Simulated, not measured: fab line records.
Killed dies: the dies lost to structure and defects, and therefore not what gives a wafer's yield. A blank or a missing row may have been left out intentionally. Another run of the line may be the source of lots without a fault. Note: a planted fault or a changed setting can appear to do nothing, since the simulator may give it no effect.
Which tool is to blame? / flow nand-harc / 36 wafers from 12 lots sampled at 6 of the route's 1159 steps

WHAT EACH GAUGE READ, for each wafer
NHARC_A_CHANNEL_HOLE_D1_INSPECT_40.
lot=L388; measured=day 8 13:04; on=defect-inspect-02; raw-defect-count=59 87 59
lot=L389; measured=day 8 23:25; on=defect-inspect-01; raw-defect-count=40 38 39
lot=L390; measured=day 9 03:54; on=defect-inspect-01; raw-defect-count=54 75 47
lot=L392; measured=day 9 07:25; on=defect-inspect-01; raw-defect-count=93 61 67
lot=L396; measured=day 10 12:48; on=defect-inspect-01; raw-defect-count=76 49 68
lot=L397; measured=day 10 16:58; on=defect-inspect-02; raw-defect-count=73 73 60
lot=L398; measured=day 10 23:52; on=defect-inspect-01; raw-defect-count=54 82 62
lot=L404; measured=day 12 13:38; on=defect-inspect-01; raw-defect-count=88 98 91
lot=L407; measured=day 13 02:52; on=defect-inspect-01; raw-defect-count=642 668 71
lot=L409; measured=day 13 13:01; on=defect-inspect-01; raw-defect-count=98 696 712
lot=L410; measured=day 13 15:20; on=defect-inspect-01; raw-defect-count=46 65 61
lot=L411; measured=day 14 13:14; on=defect-inspect-01; raw-defect-count=74 40 54

NHARC_END_SORT_01.
lot=L396; measured=day 21 21:49; on=prober-02; killed-at-array=33 30 32; killed-at-other=1 0 0; killed-at-periphery=4 7 4; killed-dies=38 37 36; killed-open=3 4 4; killed-short=5 1 1
lot=L404; measured=day 23 11:49; on=prober-01; killed-at-array=40 30 38; killed-at-other=2 3 1; killed-at-periphery=5 4 5; killed-dies=47 37 44; killed-open=0 3 0; killed-short=1 2 1
lot=L407; measured=day 24 05:47; on=prober-02; killed-at-array=103 107 28; killed-at-other=0 0 0; killed-at-periphery=3 4 6; killed-dies=106 111 34; killed-open=5 2 2; killed-short=2 0 1
lot=L409; measured=day 24 17:18; on=prober-01; killed-at-array=42 128 117; killed-at-other=0 0 0; killed-at-periphery=8 7 3; killed-dies=50 135 120; killed-open=2 0 2; killed-short=1 2 2
lot=L410; measured=day 24 18:07; on=prober-02; killed-at-array=32 32 24; killed-at-other=0 1 0; killed-at-periphery=0 1 6; killed-dies=32 34 30; killed-open=9 3 5; killed-short=2 4 3
lot=L411; measured=day 25 05:31; on=prober-02; killed-at-array=14 18; killed-at-other=0 0; killed-at-periphery=4 2; killed-dies=18 20; killed-open=3 2; killed-short=0 4

TOOL THAT RAN EACH LOT (tool first, then ch and the chambers of the sampled wafers, then the start)
lot=L388; NHARC_A_CHANNEL_HOLE_D1_ETCH_19=har-etch-01 ch 0,1, day 8 07:19; NHARC_A_CHANNEL_HOLE_D1_ETCH_23=har-etch-01 ch 0,1, day 8 08:45; NHARC_A_CHANNEL_HOLE_D1_ETCH_24=har-etch-01 ch 0,1, day 8 09:27; NHARC_A_CHANNEL_FILL_D1_ALD_03=ald-sin-batch-02 ch 0, no start
lot=L389; NHARC_A_CHANNEL_HOLE_D1_ETCH_19=har-etch-02 ch 0,1, day 8 17:15; NHARC_A_CHANNEL_HOLE_D1_ETCH_23=har-etch-02 ch 0,1, day 8 18:46; NHARC_A_CHANNEL_HOLE_D1_ETCH_24=har-etch-02 ch 0,1, day 8 19:29; NHARC_A_CHANNEL_FILL_D1_ALD_03=ald-sin-batch-02 ch 0, no start
lot=L390; NHARC_A_CHANNEL_HOLE_D1_ETCH_19=har-etch-01 ch 0,1, day 8 21:32; NHARC_A_CHANNEL_HOLE_D1_ETCH_23=har-etch-01 ch 0,1, day 8 22:59; NHARC_A_CHANNEL_HOLE_D1_ETCH_24=har-etch-01 ch 0,1, day 8 23:40; NHARC_A_CHANNEL_FILL_D1_ALD_03=ald-sin-batch-01 ch 0, no start
lot=L392; NHARC_A_CHANNEL_HOLE_D1_ETCH_19=har-etch-01 ch 0,1, day 9 01:43; NHARC_A_CHANNEL_HOLE_D1_ETCH_23=har-etch-01 ch 0,1, day 9 03:15; NHARC_A_CHANNEL_HOLE_D1_ETCH_24=har-etch-01 ch 0,1, day 9 03:58; NHARC_A_CHANNEL_FILL_D1_ALD_03=ald-sin-batch-01 ch 0, no start
lot=L396; NHARC_A_CHANNEL_HOLE_D1_ETCH_19=har-etch-01 ch 0,1, day 10 07:07; NHARC_A_CHANNEL_HOLE_D1_ETCH_23=har-etch-01 ch 0,1, day 10 08:33; NHARC_A_CHANNEL_HOLE_D1_ETCH_24=har-etch-01 ch 0,1, day 10 09:14; NHARC_A_CHANNEL_FILL_D1_ALD_03=ald-sin-batch-02 ch 0, day 21 21:49 or earlier
lot=L397; NHARC_A_CHANNEL_HOLE_D1_ETCH_19=har-etch-01 ch 0,1, day 10 11:16; NHARC_A_CHANNEL_HOLE_D1_ETCH_23=har-etch-01 ch 0,1, day 10 12:41; NHARC_A_CHANNEL_HOLE_D1_ETCH_24=har-etch-01 ch 0,1, day 10 13:23; NHARC_A_CHANNEL_FILL_D1_ALD_03=ald-sin-batch-01 ch 0, no start
lot=L398; NHARC_A_CHANNEL_HOLE_D1_ETCH_19=har-etch-01 ch 1, day 10 18:12; NHARC_A_CHANNEL_HOLE_D1_ETCH_23=har-etch-01 ch 1, day 10 19:44; NHARC_A_CHANNEL_HOLE_D1_ETCH_24=har-etch-01 ch 1, day 10 20:26; NHARC_A_CHANNEL_FILL_D1_ALD_03=ald-sin-batch-03 ch 0, no start
lot=L404; NHARC_A_CHANNEL_HOLE_D1_ETCH_19=har-etch-01 ch 0, day 12 07:46; NHARC_A_CHANNEL_HOLE_D1_ETCH_23=har-etch-01 ch 0, day 12 09:19; NHARC_A_CHANNEL_HOLE_D1_ETCH_24=har-etch-01 ch 0, day 12 10:02; NHARC_A_CHANNEL_FILL_D1_ALD_03=ald-sin-batch-03 ch 0, day 23 11:49 or earlier
lot=L407; NHARC_A_CHANNEL_HOLE_D1_ETCH_19=har-etch-01 ch 0,1, day 12 21:10; NHARC_A_CHANNEL_HOLE_D1_ETCH_23=har-etch-01 ch 0,1, day 12 22:36; NHARC_A_CHANNEL_HOLE_D1_ETCH_24=har-etch-01 ch 0,1, day 12 23:17; NHARC_A_CHANNEL_FILL_D1_ALD_03=ald-sin-batch-03 ch 0, day 24 05:47 or earlier
lot=L409; NHARC_A_CHANNEL_HOLE_D1_ETCH_19=har-etch-01 ch 0,1, day 13 07:20; NHARC_A_CHANNEL_HOLE_D1_ETCH_23=har-etch-01 ch 0,1, day 13 08:47; NHARC_A_CHANNEL_HOLE_D1_ETCH_24=har-etch-01 ch 0,1, day 13 09:29; NHARC_A_CHANNEL_FILL_D1_ALD_03=ald-sin-batch-02 ch 0, day 24 17:18 or earlier
lot=L410; NHARC_A_CHANNEL_HOLE_D1_ETCH_19=har-etch-02 ch 0,1, day 13 09:29; NHARC_A_CHANNEL_HOLE_D1_ETCH_23=har-etch-02 ch 0,1, day 13 11:02; NHARC_A_CHANNEL_HOLE_D1_ETCH_24=har-etch-02 ch 0,1, day 13 11:44; NHARC_A_CHANNEL_FILL_D1_ALD_03=ald-sin-batch-02 ch 0, day 24 18:07 or earlier
lot=L411; NHARC_A_CHANNEL_HOLE_D1_ETCH_19=har-etch-02 ch 0,1, day 14 07:31; NHARC_A_CHANNEL_HOLE_D1_ETCH_23=har-etch-02 ch 0,1, day 14 08:58; NHARC_A_CHANNEL_HOLE_D1_ETCH_24=har-etch-02 ch 0,1, day 14 09:39; NHARC_A_CHANNEL_FILL_D1_ALD_03=ald-sin-batch-02 ch 0, day 25 05:31 or earlier
- NHARC_A_CHANNEL_HOLE_D1_ETCH_19: etches the open film in C4F8/O2/Ar, time 34.5 s.
- NHARC_A_CHANNEL_HOLE_D1_ETCH_23: etches the open film in C4F8/O2/Ar, time 819 s, target depth 1600 nm.
- NHARC_A_CHANNEL_HOLE_D1_ETCH_24: etches the open film in C4F8/O2/Ar, time 906.2 s, target depth 1500 nm.
- NHARC_A_CHANNEL_FILL_D1_ALD_03: deposits SiNx, target thk 6 nm, pulse time 60 s, ald cycles 58.

AS READ BY THE TOOLS THEMSELVES (means over the sampled wafers that have a number; for cases with no such wafer, the mark the record gives instead)
NHARC_A_CHANNEL_HOLE_D1_ETCH_19.
lot=L388; tool=har-etch-01; drypump-motor-current-A (A)=6.3; showerhead-plenum-p-Torr (Torr)=3.88; throttle-valve-pct (%)=37.032
lot=L389; tool=har-etch-02; drypump-motor-current-A (A)=5.7; showerhead-plenum-p-Torr (Torr)=3.75; throttle-valve-pct (%)=37.029
lot=L390; tool=har-etch-01; drypump-motor-current-A (A)=6.3; showerhead-plenum-p-Torr (Torr)=3.87; throttle-valve-pct (%)=37.034
lot=L392; tool=har-etch-01; drypump-motor-current-A (A)=6.3; showerhead-plenum-p-Torr (Torr)=3.87; throttle-valve-pct (%)=37.040
lot=L396; tool=har-etch-01; drypump-motor-current-A (A)=6.3; showerhead-plenum-p-Torr (Torr)=3.87; throttle-valve-pct (%)=37.032
lot=L397; tool=har-etch-01; drypump-motor-current-A (A)=6.2; showerhead-plenum-p-Torr (Torr)=3.86; throttle-valve-pct (%)=37.048
lot=L398; tool=har-etch-01; drypump-motor-current-A (A)=6.2; showerhead-plenum-p-Torr (Torr)=3.86; throttle-valve-pct (%)=37.039
lot=L404; tool=har-etch-01; drypump-motor-current-A (A)=6.3; showerhead-plenum-p-Torr (Torr)=3.85; throttle-valve-pct (%)=37.037
lot=L407; tool=har-etch-01; drypump-motor-current-A (A)=6.3; showerhead-plenum-p-Torr (Torr)=3.85; throttle-valve-pct (%)=37.028
lot=L409; tool=har-etch-01; drypump-motor-current-A (A)=6.3; showerhead-plenum-p-Torr (Torr)=3.84; throttle-valve-pct (%)=37.035
lot=L410; tool=har-etch-02; drypump-motor-current-A (A)=5.7; showerhead-plenum-p-Torr (Torr)=3.73; throttle-valve-pct (%)=37.039
lot=L411; tool=har-etch-02; drypump-motor-current-A (A)=5.7; showerhead-plenum-p-Torr (Torr)=3.72; throttle-valve-pct (%)=37.036

NHARC_A_CHANNEL_HOLE_D1_ETCH_23.
lot=L388; tool=har-etch-01; drypump-motor-current-A (A)=6.3; showerhead-plenum-p-Torr (Torr)=3.83; throttle-valve-pct (%)=32.155
lot=L389; tool=har-etch-02; drypump-motor-current-A (A)=5.7; showerhead-plenum-p-Torr (Torr)=3.71; throttle-valve-pct (%)=32.156
lot=L390; tool=har-etch-01; drypump-motor-current-A (A)=6.3; showerhead-plenum-p-Torr (Torr)=3.83; throttle-valve-pct (%)=32.159
lot=L392; tool=har-etch-01; drypump-motor-current-A (A)=6.3; showerhead-plenum-p-Torr (Torr)=3.82; throttle-valve-pct (%)=32.153
lot=L396; tool=har-etch-01; drypump-motor-current-A (A)=6.3; showerhead-plenum-p-Torr (Torr)=3.82; throttle-valve-pct (%)=32.152
lot=L397; tool=har-etch-01; drypump-motor-current-A (A)=6.2; showerhead-plenum-p-Torr (Torr)=3.82; throttle-valve-pct (%)=32.160
lot=L398; tool=har-etch-01; drypump-motor-current-A (A)=6.2; showerhead-plenum-p-Torr (Torr)=3.81; throttle-valve-pct (%)=32.160
lot=L404; tool=har-etch-01; drypump-motor-current-A (A)=6.3; showerhead-plenum-p-Torr (Torr)=3.80; throttle-valve-pct (%)=32.147
lot=L407; tool=har-etch-01; drypump-motor-current-A (A)=6.3; showerhead-plenum-p-Torr (Torr)=3.80; throttle-valve-pct (%)=32.155
lot=L409; tool=har-etch-01; drypump-motor-current-A (A)=6.3; showerhead-plenum-p-Torr (Torr)=3.80; throttle-valve-pct (%)=32.155
lot=L410; tool=har-etch-02; drypump-motor-current-A (A)=5.7; showerhead-plenum-p-Torr (Torr)=3.68; throttle-valve-pct (%)=32.151
lot=L411; tool=har-etch-02; drypump-motor-current-A (A)=5.7; showerhead-plenum-p-Torr (Torr)=3.68; throttle-valve-pct (%)=32.160

NHARC_A_CHANNEL_HOLE_D1_ETCH_24.
lot=L388; tool=har-etch-01; drypump-motor-current-A (A)=6.3; showerhead-plenum-p-Torr (Torr)=3.82; throttle-valve-pct (%)=32.232
lot=L389; tool=har-etch-02; drypump-motor-current-A (A)=5.7; showerhead-plenum-p-Torr (Torr)=3.71; throttle-valve-pct (%)=32.226
lot=L390; tool=har-etch-01; drypump-motor-current-A (A)=6.3; showerhead-plenum-p-Torr (Torr)=3.82; throttle-valve-pct (%)=32.235
lot=L392; tool=har-etch-01; drypump-motor-current-A (A)=6.3; showerhead-plenum-p-Torr (Torr)=3.82; throttle-valve-pct (%)=32.239
lot=L396; tool=har-etch-01; drypump-motor-current-A (A)=6.3; showerhead-plenum-p-Torr (Torr)=3.81; throttle-valve-pct (%)=32.234
lot=L397; tool=har-etch-01; drypump-motor-current-A (A)=6.3; showerhead-plenum-p-Torr (Torr)=3.81; throttle-valve-pct (%)=32.238
lot=L398; tool=har-etch-01; drypump-motor-current-A (A)=6.2; showerhead-plenum-p-Torr (Torr)=3.81; throttle-valve-pct (%)=32.231
lot=L404; tool=har-etch-01; drypump-motor-current-A (A)=6.3; showerhead-plenum-p-Torr (Torr)=3.80; throttle-valve-pct (%)=32.230
lot=L407; tool=har-etch-01; drypump-motor-current-A (A)=6.3; showerhead-plenum-p-Torr (Torr)=3.79; throttle-valve-pct (%)=32.242
lot=L409; tool=har-etch-01; drypump-motor-current-A (A)=6.3; showerhead-plenum-p-Torr (Torr)=3.79; throttle-valve-pct (%)=32.234
lot=L410; tool=har-etch-02; drypump-motor-current-A (A)=5.7; showerhead-plenum-p-Torr (Torr)=3.68; throttle-valve-pct (%)=32.238
lot=L411; tool=har-etch-02; drypump-motor-current-A (A)=5.7; showerhead-plenum-p-Torr (Torr)=3.68; throttle-valve-pct (%)=32.234

NHARC_A_CHANNEL_FILL_D1_ALD_03.
lot=L388 tool=ald-sin-batch-02 precursor-pulse-height-rel=0.995
lot=L389 tool=ald-sin-batch-02 precursor-pulse-height-rel=1.017
lot=L390 tool=ald-sin-batch-01 precursor-pulse-height-rel=1.009
lot=L392 tool=ald-sin-batch-01 precursor-pulse-height-rel=0.985
lot=L396 tool=ald-sin-batch-02 precursor-pulse-height-rel=0.996
lot=L397 tool=ald-sin-batch-01 precursor-pulse-height-rel=0.992
lot=L398 tool=ald-sin-batch-03 precursor-pulse-height-rel=1.013
lot=L404 tool=ald-sin-batch-03 precursor-pulse-height-rel=0.993
lot=L407 tool=ald-sin-batch-03 precursor-pulse-height-rel=0.983
lot=L409 tool=ald-sin-batch-02 precursor-pulse-height-rel=1.003
lot=L410 tool=ald-sin-batch-02 precursor-pulse-height-rel=0.986
lot=L411 tool=ald-sin-batch-02 precursor-pulse-height-rel=1.014

THE ANSWER, worked out from the rows above alone
Rule: usual is defined by the lots themselves. The widest of any qualifying gaps counts: lots, ordered by their means at a reading, are off when they make up no more than a third of the lots, leave a main group of 4 or more, and stand apart from it by 3 or more times the standard deviation of that group's means. A main group whose means are all the same, to the digits that the tables above print for the reading, isn't used. Also off: a lot with no number at a reading for which 4 or more lots have one. The other lots that the step has rows for count as sound. The gauges are gone through in route order, then the tools' own readings, and for those a lot's mean is taken as printed above. At the first step where some lot is off, the reading lying furthest off is the one used; lots without a number count as furthest.
Off: L407, L409 (NHARC_A_CHANNEL_HOLE_D1_INSPECT_40, raw-defect-count). Mean 64 and standard deviation 13 in the main group.
If a tool, at a process step before that reading, ran all the lots that are off and no sound lot after the first of them, it fits. The gauges at NHARC_A_CHANNEL_HOLE_D1_INSPECT_40 aren't tried: what is off there is off at NHARC_END_SORT_01 too, on other tools, and a gauge's error can't cause that. One candidate fits, namely har-etch-01 at NHARC_A_CHANNEL_HOLE_D1_ETCH_19 and NHARC_A_CHANNEL_HOLE_D1_ETCH_23 and NHARC_A_CHANNEL_HOLE_D1_ETCH_24. At NHARC_A_CHANNEL_HOLE_D1_ETCH_19 its last sound lot is L404 (day 12 07:46), its first lot that is off L407 (day 12 21:10): a fault that began between those two fits.

WHAT THE SIMULATOR PUT IN
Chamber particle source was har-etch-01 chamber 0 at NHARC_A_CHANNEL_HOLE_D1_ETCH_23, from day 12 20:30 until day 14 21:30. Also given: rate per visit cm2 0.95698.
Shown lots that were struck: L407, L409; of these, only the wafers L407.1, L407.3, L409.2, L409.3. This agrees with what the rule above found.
